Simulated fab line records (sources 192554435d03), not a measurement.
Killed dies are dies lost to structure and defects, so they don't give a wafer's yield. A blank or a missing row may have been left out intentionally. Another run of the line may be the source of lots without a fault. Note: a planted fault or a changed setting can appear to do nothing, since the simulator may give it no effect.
Struck lot and sound lot, side by side	flow n5-finfet	14 steps out of a route of 1938
Sound: wafers L342.1, L342.2, L342.4. The struck wafers were L356.1, L356.2, L356.4. The cause comes at the end.
Each step with rows lists, per side, the tool, then ch with its chambers, then its first start. Under that, the readings that differ: sound wafers	struck wafers	difference of the means	sigmas: that difference in standard deviations of wafers without a fault.
alike: words and numbers the same on both sides, and readings whose means are apart by under 2 such deviations; not compared: readings that were withheld, readings missing a value for some wafer, numbers with overlapping values and no deviation given by the record, and bounds like >300 which may hide the same value.
Wherever a step has rows on one side only, a row that says differs or no value, or a row with sigmas, the two part there. Numbers that have no deviation but don't overlap get no sigmas and don't part them. A reading that every wafer of one side lacks parts them only if that side has two wafers or more.

N5_FIN_SAQP_CD_MEAS_37: target cd 8 nm.
  struck on cd-sem-02, day 5 15:39; sound on cd-sem-01, day 2 02:41
  alike: cd-nm
then, 3 steps without rows for these wafers: N5_FIN_SAQP_PRECLEAN_38 (cleans in O3/DIW, time 45 s); N5_FIN_SAQP_PRECLEAN_45 (cleans in dHF, time 10 s); N5_FIN_SAQP_SRD_39 (time 30 s).
N5_FIN_SAQP_OCD_MEAS_76:
  struck on ocd-01, day 5 15:45; sound on ocd-01, day 2 02:47
  alike: trench-depth-nm
N5_FIN_SAQP_INSPECT_40: inspects for defects (brightfield).
  struck on defect-inspect-01, day 5 15:47; sound on defect-inspect-01, day 2 02:49
  alike: raw-defect-count
then, 6 steps without rows for these wafers: N5_FIN_CUT_COAT_18 (time 60 s, resist thk 230 nm); N5_FIN_CUT_COAT_19 (time 60 s, resist thk 20 nm); N5_FIN_CUT_COAT_29 (time 60 s, resist thk 10 nm); N5_FIN_CUT_COAT_02 (resist thk 30 nm); N5_FIN_CUT_EBR_04; N5_FIN_CUT_SOFTBAKE_03 (time 60 s).
N5_FIN_CUT_EXPOSE_05: exposes mask FIN CUT.
  struck on euv-scanner-01, day 5 16:04; sound on euv-scanner-02 ch 0, day 2 03:01
  no value came back on the struck wafers for exposure-dose-mJ-cm2, focus-offset-nm (nm), reticle-temp-C (C), stage-msd-nm (nm); on the sound wafers exposure-dose-mJ-cm2 reads 45.76 45.73 45.73
  alike: mask
then, 1 step without rows for these wafers: N5_FIN_CUT_PEB_06 (peb time 60 s).

## WHERE THEY PART
Only at N5_FIN_CUT_EXPOSE_05, as far as this record shows.

WHY: the cause the simulator had injected
Beginning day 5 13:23, the whole step at N5_FIN_CUT_EXPOSE_05 was skipped on euv-scanner-01. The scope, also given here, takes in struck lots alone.
